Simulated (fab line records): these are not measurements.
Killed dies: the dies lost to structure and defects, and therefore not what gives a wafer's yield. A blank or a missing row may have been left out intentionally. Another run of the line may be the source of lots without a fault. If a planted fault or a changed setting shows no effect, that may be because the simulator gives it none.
fab line records	flow nand_harc	part 2 of 2: steps 5 to 6 of 6
record lots=20	wafers=60	last_day=34
route steps=1302 shown A_STAIRCASE@784 A_SGD_CUT@906
lots that met no fault: from a run of the same line without faults
start_h: hours from the record's opening day to when the first of the lot's shown wafers began	wait_h: hours from the lot's prior step to this one	" same as the row above	L1.1+2: several wafers, shown together as one row	- either no value or no given start	* or withheld: withheld	< > ~ a bound
route shown NAME@n: names a module that has steps shown in the file, with the first one's number in the route	usual: mean/standard deviation of fault-free wafers	same: alike in all rows	chamber/n: place in a boat	sites: each site's reading	_std_site: the standard deviation of these	_edge_site: the outer-site mean with the inner-site mean subtracted	radius_mm: for every site, how far away it sits from the centre of the wafer	mask NAME#n: copy n	behind: the tool/chamber that last shaped the wafer	hold: reason for holding the lot/hours on hold/outcome of the hold	device: the n, p or np transistor that did not switch	end of line: tests of these same wafers at the route's end	step lacking rows: just its recipe	killed: at the first sort, the dies lost to defects and structure; wafer yield is something else	map: a wafer's dies, marking killed ones x, the rest . and places with no die _
set.NAME: the setting as run; set.NAME@STEP: as run at that earlier step	model.NAME: the simulator's own value behind a step, which no gauge read
the route's steps for a sample of lots (tables are steps, rows are wafers)
services: the hour from which a tool's chamber was out of use, counted from the record's first day as start_h (under 0 if before that day), plus the number of hours and why
## steps
# step NHARC_A_SGD_CUT_ETCH_59
# recipe target_depth_a=2600	over_etch_frac=0.25	time_s=406.25	ion_energy_ev=200	n2_flow_sccm=150	h2_flow_sccm=150	ar_flow_sccm=0	rf_w=400	bias_w=150	chemistry=N2/H2
# usual drypump_motor_current_A=5.6/0.35	oes_product_au=1.000/0.0073	rf_vpp_V=430/3.1	showerhead_plenum_p_Torr=2.02/0.11	throttle_valve_pct=14.172/0.0088
# same over_etch_frac=0.25	time_s=406.25
lot.wafer	tool	chamber	start_h	wait_h	drypump_motor_current_A	oes_product_au	rf_hours_counter_h	rf_vpp_V	showerhead_plenum_p_Torr	throttle_valve_pct
L075.3	rie_diel-11	3	-	-	5.1	0.996	0	428	1.98	14.177
L075.4	"	0	"	"	5.3	0.996	0	428	1.98	14.175
L075.1	"	1	"	"	5.8	1.012	0	435	2.20	14.179
L076.2	rie_diel-03	2	-	-	6.0	0.975	9	429	1.93	14.168
L076.3	"	3	"	"	6.0	0.986	9	434	2.14	14.162
L076.6	"	2	"	"	6.0	0.995	-	428	1.93	14.181
L074.3	rie_diel-03	1	-	-	6.1	1.008	10	428	1.89	14.175
L074.2	"	2	"	"	6.0	1.004	10	428	1.93	14.160
L074.4	"	0	"	"	5.0	1.010	10	427	1.95	14.175
L078.4	rie_diel-01	2	-	-	5.7	0.989	8	431	2.11	14.186
L078.1	"	0	"	"	5.6	1.000	7	435	2.19	14.172
L078.5	"	1	"	"	5.4	1.006	-	431	2.05	14.163
L077.3	rie_diel-11	2	-	-	5.7	1.009	2	427	1.93	14.173
L077.2	"	3	"	"	5.1	1.000	2	428	1.98	14.164
L077.6	"	1	"	"	5.9	1.000	-	434	2.20	14.183
L079.4	rie_diel-11	0	-	-	5.3	0.995	2	429	1.98	14.162
L079.1	"	1	"	"	5.9	1.012	2	435	2.20	14.167
L079.6	"	2	"	"	5.8	1.006	-	428	1.93	14.194
L081.3	rie_diel-01	3	-	-	5.3	1.009	9	426	1.90	14.178
L081.2	"	0	"	"	5.6	1.013	9	435	2.19	14.150
L081.6	"	1	"	"	5.4	0.999	-	431	2.05	14.160
L083.3	rie_diel-03	1	-	-	6.2	0.990	5	425	1.89	14.184
L083.4	"	3	"	"	6.0	0.995	4	433	2.14	14.165
L083.6	"	0	"	"	5.0	1.004	-	428	1.95	14.156
L082.1	rie_diel-01	0	-	-	5.6	1.000	10	435	2.19	14.175
L082.6	"	2	"	"	5.7	0.997	-	432	2.11	14.172
L082.5	"	3	"	"	5.3	1.003	-	428	1.90	14.165
L085.3	rie_diel-01	2	-	-	5.7	0.993	14	431	2.11	14.153
L085.6	"	3	"	"	5.3	0.999	-	427	1.89	14.173
L085.5	"	0	"	"	5.6	1.001	-	434	2.19	14.163
L086.2	rie_diel-03	1	-	-	6.2	1.004	7	426	1.89	14.184
L086.4	"	2	"	"	6.0	0.997	5	428	1.93	14.192
L086.6	"	1	"	"	6.2	0.998	-	424	1.89	14.176
L088.2	rie_diel-01	1	-	-	5.4	1.006	0	431	2.04	14.173
L088.3	"	3	"	"	5.3	0.996	0	426	1.89	14.177
L088.5	"	1	"	"	5.4	1.001	-	433	2.04	14.166
L089.4	rie_diel-03	0	-	-	5.0	0.998	7	428	1.95	14.173
L089.2	"	2	"	"	6.0	1.002	6	427	1.93	14.178
L089.3	"	3	"	"	6.0	0.991	7	433	2.14	14.156
L087.2	rie_diel-11	2	-	-	5.8	1.007	5	429	1.93	14.181
L087.5	"	1	"	"	5.9	1.006	-	434	2.20	14.164
L087.6	"	2	"	"	5.7	0.992	-	427	1.93	14.179
L091.2	rie_diel-11	2	-	-	5.7	0.985	6	428	1.93	14.171
L091.4	"	3	"	"	5.1	0.994	6	430	1.98	14.169
L091.5	"	1	"	"	5.9	1.002	-	435	2.20	14.173
L093.4	rie_diel-01	2	-	-	5.7	1.006	4	432	2.11	14.168
L093.1	"	3	"	"	5.3	0.996	5	425	1.89	14.188
L093.2	"	1	"	"	5.4	1.012	4	430	2.04	14.173
L094.1	rie_diel-01	0	-	-	5.7	1.001	7	435	2.18	14.182
L094.2	"	1	"	"	5.4	1.012	6	429	2.04	14.162
L094.4	"	2	"	"	5.7	1.001	6	431	2.11	14.155
L096.4	rie_diel-11	0	-	-	5.3	0.996	1	429	1.98	14.171
L096.2	"	2	"	"	5.8	1.000	1	428	1.93	14.166
L096.6	"	1	"	"	5.9	1.001	-	434	2.20	14.178
L095.4	rie_diel-03	2	-	-	6.0	1.003	0	427	1.93	14.169
L095.2	"	3	"	"	6.0	0.984	0	434	2.14	14.155
L095.5	"	0	"	"	4.9	0.994	-	429	1.95	14.161
L097.2	rie_diel-01	2	-	-	5.6	1.003	9	433	2.11	14.172
L097.4	"	1	"	"	5.4	1.006	9	430	2.04	14.166
L097.6	"	3	"	"	5.3	0.998	-	427	1.89	14.181
# step NHARC_A_SGD_CUT_STRIP_17
# recipe o2_flow_sccm=500	ar_flow_sccm=0	bias_w=0	chemistry=O2
# usual drypump_motor_current_A=5.6/0.34	o2_flow_sccm=500.1/1.4	oes_product_au=0.999/0.007	rf_vpp_V=57.7/0.92	showerhead_plenum_p_Torr=3.50/0.17	throttle_valve_pct=17.037/0.0093
lot.wafer	tool	chamber	start_h	wait_h	drypump_motor_current_A	o2_flow_sccm	oes_product_au	rf_hours_counter_h	rf_vpp_V	showerhead_plenum_p_Torr	throttle_valve_pct
L075.4	rie_diel-11	0	-	-	5.3	497.8	1.003	0	56.5	3.44	17.046
L075.3	"	2	"	"	5.7	499.9	1.015	0	58.2	3.36	17.040
L075.1	"	3	"	"	5.0	500.0	1.009	0	56.8	3.44	17.022
L076.2	rie_diel-03	2	-	-	6.0	502.6	0.994	10	58.2	3.35	17.042
L076.3	"	3	"	"	6.0	500.3	0.989	9	57.3	3.69	17.037
L076.6	"	0	"	"	5.0	499.7	0.997	-	57.0	3.39	17.043
L074.3	rie_diel-03	2	-	-	5.9	500.1	0.996	10	59.4	3.35	17.041
L074.2	"	3	"	"	6.0	497.7	0.991	9	56.9	3.69	17.042
L074.4	"	0	"	"	5.0	500.1	1.005	10	56.7	3.39	17.037
L078.4	rie_diel-01	0	-	-	5.6	499.1	0.999	7	56.8	3.76	17.023
L078.1	"	1	"	"	5.4	499.2	0.994	8	58.3	3.54	17.046
L078.5	"	2	"	"	5.7	502.5	0.999	-	57.6	3.64	17.022
L077.3	rie_diel-11	3	-	-	5.1	502.2	0.994	2	56.6	3.44	17.029
L077.2	"	0	"	"	5.3	498.4	0.994	2	57.8	3.44	17.034
L077.6	"	2	"	"	5.7	501.5	1.003	-	57.9	3.36	17.030
L079.1	rie_diel-11	2	-	-	5.7	502.4	1.003	3	57.3	3.36	17.030
L079.4	"	3	"	"	5.1	502.9	1.006	2	57.0	3.44	17.025
L079.6	"	2	"	"	5.8	501.5	1.010	-	58.4	3.36	17.035
L081.3	rie_diel-01	1	-	-	5.4	498.9	0.998	10	57.8	3.54	17.039
L081.2	"	3	"	"	5.3	498.6	1.003	9	58.3	3.30	17.025
L081.6	"	2	"	"	5.7	498.5	0.996	-	59.0	3.64	17.032
L083.3	rie_diel-03	1	-	-	6.1	499.3	0.989	5	57.5	3.29	17.042
L083.4	"	3	"	"	6.0	501.3	0.995	4	57.3	3.69	17.026
L083.6	"	1	"	"	6.1	499.9	0.996	-	57.8	3.29	17.049
L082.1	rie_diel-01	3	-	-	5.3	500.8	0.999	11	57.5	3.30	17.063
L082.5	"	3	"	"	5.3	501.1	1.012	-	57.7	3.30	17.035
L082.6	"	0	"	"	5.6	499.4	0.996	-	58.7	3.76	17.057
L085.3	rie_diel-01	1	-	-	5.4	500.0	1.001	14	57.6	3.54	17.018
L085.5	"	1	"	"	5.4	498.4	0.997	-	57.9	3.54	17.032
L085.6	"	2	"	"	5.7	499.0	0.995	-	57.4	3.64	17.036
L086.4	rie_diel-03	1	-	-	6.1	497.9	0.996	7	57.9	3.29	17.045
L086.2	"	3	"	"	6.0	498.0	0.996	7	58.1	3.69	17.030
L086.6	"	2	"	"	6.0	500.7	1.000	-	57.7	3.35	17.055
L088.2	rie_diel-01	1	-	-	5.4	502.1	0.997	0	57.3	3.53	17.047
L088.3	"	2	"	"	5.7	499.9	1.006	0	57.2	3.64	17.032
L088.5	"	0	"	"	5.7	500.7	1.000	-	58.7	3.76	17.031
L089.2	rie_diel-03	1	-	-	6.1	496.4	0.995	8	55.7	3.29	17.034
L089.3	"	2	"	"	6.0	501.0	1.000	6	57.1	3.35	17.042
L089.4	"	0	"	"	4.9	503.4	0.994	8	57.3	3.38	17.030
L087.2	rie_diel-11	0	-	-	5.3	499.2	1.004	4	57.7	3.44	17.048
L087.6	"	1	"	"	5.9	501.6	1.012	-	58.8	3.78	17.045
L087.5	"	2	"	"	5.7	500.5	0.997	-	58.8	3.36	17.028
L091.4	rie_diel-11	3	-	-	5.1	499.1	0.997	6	57.2	3.44	17.041
L091.2	"	2	"	"	5.7	499.1	0.990	6	58.5	3.36	17.050
L091.5	"	3	"	"	5.1	499.7	1.000	-	57.8	3.44	17.041
L093.4	rie_diel-01	2	-	-	5.7	500.1	1.019	4	57.9	3.63	17.029
L093.2	"	3	"	"	5.3	498.7	1.005	5	58.4	3.30	17.035
L093.1	"	0	"	"	5.7	500.0	1.008	4	59.3	3.75	17.031
L094.1	rie_diel-01	0	-	-	5.7	500.6	1.002	7	58.1	3.75	17.038
L094.4	"	1	"	"	5.3	501.7	1.007	6	57.8	3.53	17.034
L094.2	"	3	"	"	5.3	499.3	0.997	7	56.8	3.30	17.031
L096.2	rie_diel-11	1	-	-	5.9	499.0	0.996	1	57.9	3.78	17.038
L096.4	"	2	"	"	5.7	496.8	1.001	1	58.7	3.36	17.061
L096.6	"	0	"	"	5.3	501.4	1.008	-	56.6	3.44	17.043
L095.2	rie_diel-03	2	-	-	6.0	500.0	0.999	1	56.6	3.35	17.037
L095.4	"	3	"	"	6.0	502.0	0.997	0	59.4	3.68	17.027
L095.5	"	3	"	"	6.0	500.3	0.995	-	58.6	3.68	17.027
L097.4	rie_diel-01	1	-	-	5.4	499.3	1.006	9	58.0	3.53	17.028
L097.2	"	2	"	"	5.7	499.4	0.994	9	57.1	3.63	17.050
L097.6	"	1	"	"	5.4	501.9	1.007	-	57.4	3.53	17.031
## services
tool	chamber	start_h	hours	kind
rie_diel-01	-	381.03	9.0	pm
rie_diel-05	3	399.97	5.3	repair
rie_diel-07	1	400.98	15.2	repair
rie_diel-05	-	407.97	9.0	pm
rie_diel-05	3	438.00	8.6	repair
rie_diel-05	1	447.27	2.6	repair
rie_diel-07	-	471.39	9.0	pm
rie_diel-07	1	497.00	2.0	repair
rie_diel-07	2	505.24	65.9	repair
rie_diel-13	-	521.21	9.0	pm
rie_diel-01	3	528.75	8.7	repair
rie_diel-01	-	558.03	9.0	pm
rie_diel-05	-	584.97	9.0	pm
rie_diel-01	1	593.29	3.7	repair
rie_diel-01	0	596.38	3.2	repair
rie_diel-13	-	597.85	0.8	repair
rie_diel-05	2	602.38	11.2	repair
rie_diel-07	0	619.56	4.4	repair
rie_diel-01	2	625.78	8.8	repair
rie_diel-01	-	633.46	0.6	repair
rie_diel-01	3	643.02	5.4	repair
rie_diel-07	-	648.39	9.0	pm
rie_diel-01	1	653.91	6.2	repair
rie_diel-07	-	674.05	0.3	repair
